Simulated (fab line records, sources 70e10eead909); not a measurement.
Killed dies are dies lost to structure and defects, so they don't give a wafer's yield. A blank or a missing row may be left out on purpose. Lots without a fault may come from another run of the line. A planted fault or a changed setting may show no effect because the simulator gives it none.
Which tool did it? | flow nand_harc | 12 lots, 36 wafers sampled, at 4 steps of a route of 1302

WHAT THE GAUGES READ, wafer by wafer
NHARC_P_GATE_CD_MEAS_46: target cd 720 nm.
lot  | measured     | on        | cd_nm (nm)
L075 | day 5 22:12  | cd_sem-01 | 719.4 720.3 719.0
L077 | day 6 22:00  | cd_sem-01 | 721.5 720.3 720.6
L079 | day 7 14:47  | cd_sem-03 | 720.0 720.2 719.4
L081 | day 8 10:32  | cd_sem-03 | 720.7 720.2 720.3
L083 | day 9 03:26  | cd_sem-02 | 721.9 721.1 722.6
L085 | day 10 03:01 | cd_sem-02 | 722.6 721.1 720.6
L087 | day 10 18:43 | cd_sem-01 | 718.9 721.0 720.9
L089 | day 11 23:44 | cd_sem-03 | 721.5 721.0 722.5
L091 | day 12 19:04 | cd_sem-01 | 720.2 720.8 719.9
L093 | day 14 05:08 | cd_sem-03 | 720.2 720.6 721.1
L095 | day 13 23:06 | cd_sem-01 | 721.8 720.6 721.9
L097 | day 15 01:42 | cd_sem-01 | 718.5 720.3 721.5

WHICH TOOL RAN EACH LOT (tool, then ch and the chambers of the sampled wafers, then the start)
lot  | NHARC_P_ZERO_WELL_ETCH_63       | NHARC_P_STI_DESCUM_14              | NHARC_P_GATE_ETCH_32
L075 | rie_si-06 ch 0,2,3, day 2 07:42 | rie_diel-06 ch 0,1,2, day 3 06:30  | rie_si-01 ch 1,2,3, day 5 10:58
L077 | rie_si-04 ch 0,1,3, day 3 03:41 | rie_diel-08 ch 1,2, day 4 04:07    | rie_si-01 ch 2,3, day 6 10:48
L079 | rie_si-04 ch 1,2, day 3 23:33   | rie_diel-11 ch 0,1, day 4 22:16    | rie_si-04 ch 2,3, day 7 03:35
L081 | rie_si-04 ch 0,3, day 4 19:49   | rie_diel-06 ch 0,1,2, day 5 17:16  | rie_si-06 ch 0,1,2, day 7 23:14
L083 | rie_si-06 ch 0,2,3, day 5 15:40 | rie_diel-08 ch 0,1,2, day 6 14:40  | rie_si-01 ch 1,2,3, day 8 16:07
L085 | rie_si-04 ch 0,2,3, day 6 12:01 | rie_diel-11 ch 2,3, day 7 09:49    | rie_si-04 ch 0,1,3, day 9 15:46
L087 | rie_si-04 ch 0,2,3, day 7 07:47 | rie_diel-06 ch 0,2,3, day 8 05:48  | rie_si-06 ch 0,1,3, day 10 07:25
L089 | rie_si-06 ch 0,1,3, day 8 03:34 | rie_diel-06 ch 0,2,3, day 9 02:45  | rie_si-04 ch 0,1,3, day 11 12:32
L091 | rie_si-04 ch 0,1,3, day 8 23:41 | rie_diel-06 ch 0,1, day 9 21:58    | rie_si-04 ch 0,1,3, day 12 07:37
L093 | rie_si-01 ch 0,1,3, day 9 19:41 | rie_diel-08 ch 1,2,3, day 11 05:43 | rie_si-06 ch 2,3, day 13 12:17
L095 | rie_si-06 ch 2,3, day 10 15:32  | rie_diel-08 ch 0,1,3, day 11 13:39 | rie_si-04 ch 0,3, day 13 11:40
L097 | rie_si-04 ch 0,1, day 11 11:46  | rie_diel-08 ch 1,2,3, day 12 10:11 | rie_si-01 ch 2,3, day 14 14:23
- NHARC_P_ZERO_WELL_ETCH_63: etches the open film in HBr/Cl2, target depth 120 nm, time 40.1 s.
- NHARC_P_STI_DESCUM_14: chemistry O2, time 3 s.
- NHARC_P_GATE_ETCH_32: etches the open film in HBr/Cl2, target depth 150 nm, time 100.1 s.

THE ANSWER, worked out from the rows above alone
Rule: what is usual is taken from the lots themselves. Put in order of their means at a reading, lots are off if they are a third of the lots or fewer, leave a main group of 4 or more, and stand apart from it by a gap of 3 or more times the standard deviation of the main group's means; of several such gaps the widest counts. A main group whose means are all the same, to the digits that the tables above print for the reading, isn't used. A lot without any number at a reading at which 4 lots or more have one is off too. The other lots that the step has rows for count as sound.
No lot is off at any reading shown: from this, nothing can be told.

WHAT THE SIMULATOR HAD PUT IN
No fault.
